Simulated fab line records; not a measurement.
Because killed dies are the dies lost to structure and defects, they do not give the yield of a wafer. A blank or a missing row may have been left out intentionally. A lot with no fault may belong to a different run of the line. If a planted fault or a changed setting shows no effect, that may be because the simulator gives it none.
fab line records + flow n5_finfet
[record]
- lots = 5
- wafers = 15
- last_day = 18
route steps=1938 shown PASSIVATION@1931 END@1938
lots that met no fault: taken from a fault-free run of the same line
start_h: hours from the record's opening day to when the first of the lot's shown wafers began + wait_h: hours from the lot's prior step to this one + " as in the row above + L1.1+2: one row covering several wafers at once + - either no value or no given start + * or withheld: withheld + < > ~ a bound
route shown NAME@n: NAME is a module with steps in the file, n the number in the route of the first one + usual: the fault-free wafers' mean and standard deviation + same: alike in all rows + chamber/n: place in a boat + sites: readings site by site + _std_site: standard deviation of those values + _edge_site: outer sites' mean less inner sites' + radius_mm: for every site, how far away it sits from the centre of the wafer + mask NAME#n: copy n + behind: the tool/chamber that last shaped the wafer + hold: why the lot went on hold/how many hours it stayed there/how the hold came to an end + device: the transistor (n, p or np) that didn't switch + end of line: the same wafers' tests at the end of the route + where a step has no rows: the recipe by itself + killed: not the wafer's yield, but the dies lost to structure and defects at the first sort + map: the dies of a wafer, with x for killed, . for not killed, _ for no die there
set.NAME: the setting as run; set.NAME@STEP: as run at that earlier step + model.NAME: the simulator's own value behind a step, which no gauge read
lots at some steps of the route; a table a step, a row a wafer
services: the hour from which a tool's chamber was out of use, counted from the record's first day as start_h (under 0 if before that day), plus the number of hours and why
[[steps]]
[step N5_PASSIVATION_STRIP_48]
[recipe]
- chemistry = O2
- power_w = 600
- temp_c = 60
- pressure_mtorr = 30
- rf_frequency_hz = 6e+07
- bias_power_w = 0
- overash_fraction = 0.5
- o2_flow_sccm = 225
[usual]
- drypump_motor_current_A = 5.6/0.43
- oes_product_au = 0.82/0.1
- rf_vpp_V = 3.7/2.3
- showerhead_plenum_p_Torr = 2.12/0.08
- throttle_valve_pct = 16.60/0.29
[same]
- bias_power_w = 0
| lot.wafer | tool        | chamber | start_h | wait_h | drypump_motor_current_A | oes_product_au | rf_hours_counter_h | rf_vpp_V | showerhead_plenum_p_Torr | throttle_valve_pct |
|-----------|-------------|---------|---------|--------|-------------------------|----------------|--------------------|----------|--------------------------|--------------------|
| L075.1    | rie_diel-01 | 2       | 316.42  | 0.1    | 5.1                     | 0.68           | 251                | 2.5      | 2.06                     | 16.95              |
| L075.2    | "           | 3       | "       | "      | 5.1                     | 0.68           | 188                | 4.2      | 2.01                     | 16.96              |
| L075.4    | "           | 0       | "       | "      | 6.2                     | 0.92           | -                  | 6.2      | 2.16                     | 16.53              |
| L078.2    | rie_diel-05 | 1       | 329.37  | 0.1    | 6.2                     | 0.73           | 180                | 3.9      | 2.09                     | 17.13              |
| L078.4    | "           | 2       | "       | "      | 5.3                     | 0.93           | 19                 | 6.4      | 2.12                     | 16.34              |
| L078.5    | "           | 2       | "       | "      | 5.2                     | 0.92           | -                  | 4.6      | 2.12                     | 16.31              |
| L077.2    | rie_diel-05 | 2       | 334.70  | 0.1    | 5.2                     | 0.91           | 20                 | 9.8      | 2.12                     | 16.37              |
| L077.3    | "           | 1       | "       | "      | 6.2                     | 0.73           | 181                | 0.7      | 2.09                     | 17.05              |
| L077.6    | "           | 1       | "       | "      | 6.2                     | 0.74           | -                  | 0.3      | 2.09                     | 17.13              |
| L085.3    | rie_diel-01 | 2       | 386.19  | 0.1    | 5.0                     | 0.95           | 12                 | 0.8      | 2.05                     | 16.49              |
| L085.5    | "           | 2       | "       | "      | 5.1                     | 0.91           | -                  | 1.8      | 2.05                     | 16.39              |
| L085.6    | "           | 1       | "       | "      | 5.8                     | 0.74           | -                  | 0        | 2.17                     | 16.57              |
| L091.2    | rie_diel-05 | 1       | 417.52  | 0.1    | 6.2                     | 0.75           | 207                | 0.7      | 2.08                     | 17.16              |
| L091.3    | "           | 2       | "       | "      | 5.3                     | 0.89           | 50                 | 2.7      | 2.11                     | 16.40              |
| L091.6    | "           | 0       | "       | "      | 5.1                     | 0.91           | -                  | 4.4      | 2.20                     | 16.09              |
[step N5_PASSIVATION_STRIP_52]
[recipe]
- chemistry = post_etch_residue_remover
- time_s = 1200
- temp_c = 72.5
[usual]
- bath_guard_temp_C = 72.5/0.68
| lot.wafer | tool         | chamber | start_h | wait_h | bath_guard_temp_C |
|-----------|--------------|---------|---------|--------|-------------------|
| L075.1    | wet_bench-05 | 7       | 316.49  | -      | 71.6              |
| L075.2    | "            | 2       | "       | "      | 73.1              |
| L075.4    | "            | 1       | "       | "      | 70.9              |
| L078.2    | wet_bench-04 | 5       | 329.44  | -      | 72.2              |
| L078.4    | "            | 1       | "       | "      | 71.5              |
| L078.5    | "            | 6       | "       | "      | 72.5              |
| L077.2    | wet_bench-05 | 0       | 334.77  | -      | 72.6              |
| L077.3    | "            | 3       | "       | "      | 71.7              |
| L077.6    | "            | 4       | "       | "      | 71.7              |
| L085.3    | wet_bench-04 | 3       | 386.26  | -      | 72.3              |
| L085.5    | "            | 0       | "       | "      | 72.7              |
| L085.6    | "            | 5       | "       | "      | 72.5              |
| L091.2    | wet_bench-04 | 4       | 417.59  | -      | 72.5              |
| L091.3    | "            | 5       | "       | "      | 72.6              |
| L091.6    | "            | 7       | "       | "      | 72.8              |
[step N5_PASSIVATION_CLEAN_71]
[recipe]
- chemistry = IPA
- time_s = 180
- temp_c = 25
| lot.wafer  | tool         | chamber | start_h | wait_h |
|------------|--------------|---------|---------|--------|
| L075.1+2+4 | wet_bench-05 | 7,2,1   | 316.82  | 0.0    |
| L078.2+4+5 | wet_bench-04 | 5,1,6   | 329.80  | 0.0    |
| L077.2+3+6 | wet_bench-05 | 0,3,4   | 335.11  | 0.0    |
| L085.3+5+6 | wet_bench-04 | 3,0,5   | 386.60  | 0.0    |
| L091.2+3+6 | wet_bench-04 | 4,5,7   | 417.92  | 0.0    |
[step N5_PASSIVATION_SRD_72]
[recipe]
- dry = ipa_marangoni
- time_s = 30
- temp_c = 23
- rinse_liquid = diw
| lot.wafer  | tool         | chamber | start_h | wait_h |
|------------|--------------|---------|---------|--------|
| L075.1+2+4 | wet_bench-05 | 7,2,1   | 316.88  | 0.0    |
| L078.2+4+5 | wet_bench-04 | 5,1,6   | 329.86  | 0.0    |
| L077.2+3+6 | wet_bench-05 | 0,3,4   | 335.16  | 0.0    |
| L085.3+5+6 | wet_bench-04 | 3,0,5   | 386.65  | 0.0    |
| L091.2+3+6 | wet_bench-04 | 4,5,7   | 417.97  | 0.0    |
[step N5_PASSIVATION_ANNEAL_56]
[recipe]
- temp_c = 400
- time_s = 1800
- ambient = FGA
- idle_temp_c = 300
- ramp_up_c_per_min = 5
- ramp_down_c_per_min = 3
| lot.wafer  | tool       | chamber | start_h | wait_h |
|------------|------------|---------|---------|--------|
| L075.1+2+4 | furnace-02 | 0       | 316.92  | 0.0    |
| L078.2+4+5 | furnace-03 | 0       | 329.91  | 0.0    |
| L077.2+3+6 | furnace-03 | 0       | 335.20  | 0.0    |
| L085.3+5+6 | furnace-03 | 0       | 386.69  | 0.0    |
| L091.2+3+6 | furnace-03 | 0       | 418.02  | 0.0    |
[step N5_PASSIVATION_PROBE_49]
[usual]
- defect_limited_yield = 91.2/1.5
- killed_at_M0_to_M3 = 36/10
- killed_at_M4_up = 14/5.2
- killed_at_contacts = 12/6
- killed_at_front_end = 37/10
- killed_at_other = 4/3.3
- killed_dies = 104/18
- killed_open = 68/14
- killed_short = 34/7.4
- sort_bin_5_function = 5.2/1
- sort_bin_6_memory = 3.3/0.7
- sort_bin_8_speed = 0.01/0.045
- sort_n_pass = 1076/18
- sort_yield_pct = 91.2/1.5
[same]
- gross_dies = 1180
- killed_at_back_side = 0
- sort_bin_4_leakage[%] = 0
| lot.wafer | tool      | chamber | start_h | wait_h | defect_limited_yield[%] | killed_at_M0_to_M3 | killed_at_M4_up | killed_at_contacts | killed_at_front_end | killed_at_other | killed_dies | killed_open | killed_short | sort_bin_5_function[%] | sort_bin_6_memory[%] | sort_bin_8_speed[%] | sort_n_pass | sort_yield_pct[%] |
|-----------|-----------|---------|---------|--------|-------------------------|--------------------|-----------------|--------------------|---------------------|-----------------|-------------|-------------|--------------|------------------------|----------------------|---------------------|-------------|-------------------|
| L075.1    | prober-01 | -       | 318.91  | 0.0    | 91.5                    | 25                 | 24              | 15                 | 33                  | 3               | 100         | 79          | 21           | 5.3                    | 3.1                  | 0                   | 1080        | 91.5              |
| L075.2    | prober-01 | -       | 318.96  | 0.1    | 92.5                    | 29                 | 11              | 10                 | 33                  | 6               | 89          | 58          | 27           | 4.7                    | 2.7                  | 0                   | 1091        | 92.5              |
| L075.4    | prober-01 | -       | 319.06  | 0.2    | 91.6                    | 23                 | 13              | 13                 | 45                  | 5               | 99          | 63          | 34           | 4.7                    | 3.3                  | 0                   | 1081        | 91.6              |
// killed by level:class
L075.1 MOL_CONTACT_COAG:geometric_particle:open=13 STI_FIN_REVEAL:geometric_particle:open=11 BEOL_M4:geometric_particle:open=8 BEOL_M1:geometric_particle:open=7 BEOL_M7:geometric_particle:open=6 BEOL_M0_SAQP:geometric_particle:short=5 FIN_SAQP:geometric_particle:short=4 BEOL_M2:geometric_particle:open=4
L075.2 FIN_SAQP:geometric_particle:open=10 BEOL_M3:geometric_particle:open=9 BEOL_M4:geometric_particle:open=8 MOL_CONTACT_COAG:geometric_particle:open=7 BEOL_M3:geometric_particle:short=7 BEOL_M1:geometric_particle:open=6 STI_FIN_REVEAL:geometric_particle:open=4 GATE_CUT:geometric_particle:short=4
L075.4 FIN_SAQP:geometric_particle:open=12 MOL_CONTACT_COAG:geometric_particle:open=9 DUMMY_GATE:geometric_particle:open=7 BEOL_M1:geometric_particle:open=7 BEOL_M3:geometric_particle:open=5 BEOL_M2:geometric_particle:open=5 FIN_SAQP:geometric_particle:short=4 GATE_CUT:geometric_particle:short=4
[step N5_PASSIVATION_INSPECT_57]
[recipe]
- inspect_instrument = macro
- mode = outgoing
[usual]
- raw_defect_count = 2.2/1.4
| lot.wafer | tool              | chamber | start_h | wait_h | raw_defect_count |
|-----------|-------------------|---------|---------|--------|------------------|
| L075.1    | defect_inspect-02 | -       | 319.27  | 0.0    | 2                |
| L075.2    | "                 | -       | "       | "      | 2                |
| L075.4    | "                 | -       | "       | "      | 2                |
| L078.2    | defect_inspect-02 | -       | 332.27  | 0.0    | 3                |
| L078.4    | "                 | -       | "       | "      | 2                |
| L078.5    | "                 | -       | "       | "      | 1                |
| L077.2    | defect_inspect-02 | -       | 337.55  | 0.0    | 4                |
| L077.3    | "                 | -       | "       | "      | 2                |
| L077.6    | "                 | -       | "       | "      | 1                |
| L085.3    | defect_inspect-02 | -       | 389.05  | 0.0    | 0                |
| L085.5    | "                 | -       | "       | "      | 4                |
| L085.6    | "                 | -       | "       | "      | 3                |
| L091.2    | defect_inspect-01 | -       | 420.38  | 0.0    | 2                |
| L091.3    | "                 | -       | "       | "      | 2                |
| L091.6    | "                 | -       | "       | "      | 2                |
[[services]]
| tool        | chamber | start_h | hours | kind                          |
|-------------|---------|---------|-------|-------------------------------|
| rie_diel-01 | 1       | 313.20  | 6.2   | repair                        |
| rie_diel-01 | 2       | 319.40  | -     | clean                         |
| rie_diel-01 | 2       | 319.40  | -     | consumable_replace:focus_ring |
| rie_diel-01 | 2       | 319.40  | 19.2  | scheduled_down                |
| rie_diel-01 | 2       | 319.40  | 19.2  | vent_cycle                    |
| rie_diel-05 | 0       | 350.11  | -     | clean                         |
| rie_diel-05 | 0       | 350.11  | -     | consumable_replace:focus_ring |
| rie_diel-05 | 0       | 350.11  | -     | consumable_replace:showerhead |
| rie_diel-05 | 0       | 350.11  | 16.8  | scheduled_down                |
| rie_diel-05 | 0       | 350.11  | 16.8  | vent_cycle                    |
| rie_diel-01 | -       | 351.84  | 15.6  | pm                            |
[[key]]
fault none
